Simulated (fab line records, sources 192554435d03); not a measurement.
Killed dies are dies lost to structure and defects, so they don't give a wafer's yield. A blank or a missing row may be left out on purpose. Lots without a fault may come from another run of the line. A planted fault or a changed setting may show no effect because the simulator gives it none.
Chamber matching | flow n5_finfet | N5_ILD0_LINER_00 on ald_sin-01: 4 sister chambers
The step material SiNx, target thk 4 nm, pulse time 1 s, purge time 2 s. 18 wafers are shown with their chamber, then 9 later ones without.

WAFERS WITH THEIR CHAMBER
wafer  | chamber | heater_power_w (W) | precursor_pulse_height_rel
L078.1 | 2       | 956                | 0.965
L078.4 | 1       | 776                | 0.975
L078.6 | 0       | 871                | 0.983
L079.4 | 0       | 873                | 1.022
L079.5 | 3       | 856                | 1.010
L079.6 | 0       | 887                | 0.973
L082.2 | 3       | 855                | 1.007
L082.3 | 1       | 766                | 1.014
L082.6 | 3       | 864                | 1.018
L088.1 | 2       | 940                | 1.001
L088.2 | 1       | 766                | 1.023
L088.3 | 3       | 862                | 1.028
L089.1 | 1       | 800                | 1.033
L089.4 | 2       | 957                | 0.976
L089.6 | 3       | 855                | 1.019
L092.1 | 0       | 870                | 1.022
L092.3 | 1       | 786                | 0.980
L092.6 | 1       | 762                | 0.986

SIGNATURES (means of the wafers above)
reading                    | chamber 0 | chamber 1 | chamber 2 | chamber 3 | scatter within a chamber
heater_power_w             | 875.25    | 776.00    | 951.00    | 858.40    | 10.4
precursor_pulse_height_rel | 1.00000   | 1.00183   | 0.98067   | 1.01640   | 0.0206
Rule: a wafer's distance from a chamber is the root of the sum, over the readings, of the square of ((its reading less the chamber's mean) divided by the reading's scatter). The wafer belongs to the nearest chamber; if the next one is less than 2 further off, it can't be placed. The scatter: the root of (the sum of the squares of (reading less its chamber's mean) over the shown wafers, divided by (wafers less chambers)).

WAFERS WITHOUT THEIR CHAMBER
wafer  | heater_power_w (W) | precursor_pulse_height_rel
L094.1 | 879                | 1.021
L094.2 | 982                | 0.996
L094.3 | 848                | 1.025
L095.2 | 792                | 0.975
L095.3 | 867                | 1.007
L095.6 | 967                | 0.976
L096.1 | 967                | 0.992
L096.3 | 855                | 1.003
L096.5 | 871                | 1.012

WHICH CHAMBER EACH WENT THROUGH
wafer  | from the rows above     | in truth
L094.1 | can't be placed: 0 or 3 | 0
L094.2 | 2                       | 2
L094.3 | can't be placed: 3 or 0 | 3
L095.2 | 1                       | 1
L095.3 | can't be placed: 0 or 3 | 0
L095.6 | 2                       | 2
L096.1 | 2                       | 2
L096.3 | can't be placed: 3 or 0 | 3
L096.5 | can't be placed: 0 or 3 | 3
Placed correctly: 4 of 9. Can't be placed from these rows: 5 (the true chamber is among the candidates in 5). Placed wrongly: 0.
